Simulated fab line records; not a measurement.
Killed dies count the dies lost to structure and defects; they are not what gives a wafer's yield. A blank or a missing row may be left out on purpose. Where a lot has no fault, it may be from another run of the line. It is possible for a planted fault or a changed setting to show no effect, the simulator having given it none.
Matching of chambers    flow nandHarc    rieDiel-11 running NHARC_P_BONDPAD_ETCH_37: 4 sister chambers
The step etches the open film in N2/H2, target depth 60 nm, overetch 18 nm, time 65.91 s. 4 wafers are shown with their chamber, then 12 later ones without.

## WAFERS WITH THEIR CHAMBER
wafer   chamber  drypumpMotorCurrentA (A)
L085.3  3        5.0
L093.2  0        6.2
L093.4  1        6.0
L093.6  2        5.3

## WAFERS WITHOUT THEIR CHAMBER
wafer   drypumpMotorCurrentA (A)
L092.1  5.0
L092.3  6.0
L092.4  5.2
L094.1  6.2
L094.2  5.2
L094.5  5.0
L096.1  6.0
L096.3  5.0
L096.5  5.0
L097.1  5.0
L097.2  6.0
L097.3  6.2

## THE CHAMBER EACH PASSED THROUGH
wafer   from the rows above  in truth
L092.1  3                    3
L092.3  1                    1
L092.4  2                    2
L094.1  0                    0
L094.2  2                    2
L094.5  3                    3
L096.1  1                    1
L096.3  3                    3
L096.5  3                    3
L097.1  3                    3
L097.2  1                    1
L097.3  0                    0
Correct placement for 12 of the 12. Left unplaced by these rows: 0. Wrongly placed: 0.
How it was worked out, from the rows above alone: a wafer's distance from a chamber is the root of the sum, over the readings, of the square of ((its reading less the chamber's mean) divided by the reading's scatter). The wafer belongs to the nearest chamber; if the next one is less than 2 further off, it can't be placed. Each chamber's mean is taken over the wafers shown for it. The scatter: with one shown wafer a chamber, the root of the mean of the squares of how far each hidden wafer lies from its nearest shown one.
